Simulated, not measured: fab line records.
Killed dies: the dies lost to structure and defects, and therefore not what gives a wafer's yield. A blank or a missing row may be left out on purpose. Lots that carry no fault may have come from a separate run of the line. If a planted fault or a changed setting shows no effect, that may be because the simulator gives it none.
Shared-tool check    flow nand_harc    14 lots, 42 wafers sampled

REASON FOR OPENING
Flagged at NHARC_P_STI_CD_MEAS_09: reading cd_nm, on 2 of 14 lots. Wafers without a fault read 199.7 nm, standard deviation 2.
Rule: a lot is flagged in two cases, either no wafer of it has a number, or all its wafers with numbers fall more than 4 standard deviations from that mean. The other lots count as sound.

lot   measured      on         cd_nm (nm), wafer by wafer  flag
L176  day 2 20:27   cd_sem-03  196.0 199.3 198.8           
L177  day 3 07:26   cd_sem-03  196.9 199.6 199.1           
L178  day 3 17:56   cd_sem-03  201.5 203.5 204.0           
L180  day 4 11:59   cd_sem-03  199.5 202.2 201.5           
L182  day 5 07:33   cd_sem-02  200.3 197.8 197.2           
L183  day 5 15:48   cd_sem-02  197.0 198.7 196.3           
L184  day 6 05:28   cd_sem-01  198.4 200.4 200.5           
L185  day 6 13:10   cd_sem-03  199.3 200.1 199.8           
L186  day 7 00:51   cd_sem-03  202.0 200.7 203.1           
L193  day 9 20:23   cd_sem-01  70.8 70.7 72.3              FLAGGED
L194  day 10 09:10  cd_sem-02  71.2 74.1 70.7              FLAGGED
L197  day 11 16:12  cd_sem-03  196.7 199.5 198.1           
L198  day 11 23:55  cd_sem-02  200.7 196.9 197.2           
L199  day 12 12:47  cd_sem-01  199.1 200.4 198.3           
The mean of the flagged lots' numbers is 71.6 nm, -128.1 nm from the usual (-64 standard deviations).

TOOL THAT RAN EACH LOT
Before the reading, the record contains 2 process steps out of a 1302-step route. Cell contents, in order: the tool; ch with the chambers the sampled wafers went through; the start.
lot   flag     NHARC_P_ZERO_WELL_DESCUM_39         NHARC_P_STI_PEB_07
L176           rie_diel-09 ch 0,1,2, day 2 00:17   litho_track-02 ch 0, day 2 20:22
L177           rie_diel-02 ch 1,2,3, day 2 10:21   litho_track-07 ch 0, day 3 07:21
L178           rie_diel-09 ch 0,2,3, day 2 20:33   litho_track-07 ch 0, day 3 17:50
L180           rie_diel-05 ch 1,2, day 3 16:26     litho_track-05 ch 0, day 4 11:53
L182           rie_diel-02 ch 0,3, day 4 12:16     litho_track-05 ch 0, day 5 07:28
L183           rie_diel-02 ch 0,2,3, day 4 22:08   litho_track-02 ch 0, day 5 15:43
L184           rie_diel-02 ch 1,2,3, day 5 08:18   litho_track-02 ch 0, day 6 05:23
L185           rie_diel-02 ch 0,1, day 5 18:17     litho_track-02 ch 0, day 6 13:05
L186           rie_diel-09 ch 0,3, day 6 04:17     litho_track-07 ch 0, day 7 00:46
L193  FLAGGED  rie_diel-02 ch 0,3, day 9 02:34     litho_track-07 ch 0, day 9 20:17
L194  FLAGGED  rie_diel-09 ch 0,1,3, day 9 12:11   litho_track-07 ch 0, day 10 09:05
L197           rie_diel-02 ch 0,1,2, day 10 18:44  litho_track-02 ch 0, day 11 16:07
L198           rie_diel-09 ch 0,1, day 11 04:25    litho_track-05 ch 0, day 11 23:50
L199           rie_diel-02 ch 1,2, day 11 14:26    litho_track-05 ch 0, day 12 12:41
These steps, and what they do:
- NHARC_P_ZERO_WELL_DESCUM_39: chemistry O2, time 3 s.
- NHARC_P_STI_PEB_07: peb time 80 s.
- NHARC_P_STI_CD_MEAS_09: target cd 200 nm.

FLAGGED AGAINST TOTAL, ONE TOOL AT A TIME (gauges that did the reading follow at the end)
step                         tool            lots run  flagged  share of the flagged lots  sound lots run after its first flagged lot
NHARC_P_ZERO_WELL_DESCUM_39  rie_diel-02     8         1        some                       2 (L197,L199)
NHARC_P_ZERO_WELL_DESCUM_39  rie_diel-05     1         0        none                       -
NHARC_P_ZERO_WELL_DESCUM_39  rie_diel-09     5         1        some                       1 (L198)
NHARC_P_STI_PEB_07           litho_track-02  5         0        none                       -
NHARC_P_STI_PEB_07           litho_track-05  4         0        none                       -
NHARC_P_STI_PEB_07           litho_track-07  5         2        all                        0
NHARC_P_STI_CD_MEAS_09       cd_sem-01       3         1        some                       1 (L199)
NHARC_P_STI_CD_MEAS_09       cd_sem-02       4         1        some                       1 (L198)
NHARC_P_STI_CD_MEAS_09       cd_sem-03       7         0        none                       -

WHAT THE TABLE ALLOWS
In the table, 1 row covers all flagged lots: litho_track-07 at NHARC_P_STI_PEB_07.
- litho_track-07 at NHARC_P_STI_PEB_07: 2 of its 5 lots flagged. Last sound lot L186 at day 7 00:46, first flagged lot L193 at day 9 20:17; a fault beginning in between fits. Its own readings (heater_power_total_W, plate_temp_C) fall more than 4 standard deviations out on all wafers of the flagged lots.
One tool is left: litho_track-07 at NHARC_P_STI_PEB_07.

WHAT THE SIMULATOR PUT IN
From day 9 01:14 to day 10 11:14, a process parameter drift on litho_track-07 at NHARC_P_STI_PEB_07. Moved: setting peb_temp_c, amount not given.
Struck lots among those shown: L193, L194. Same finding as the rule above.
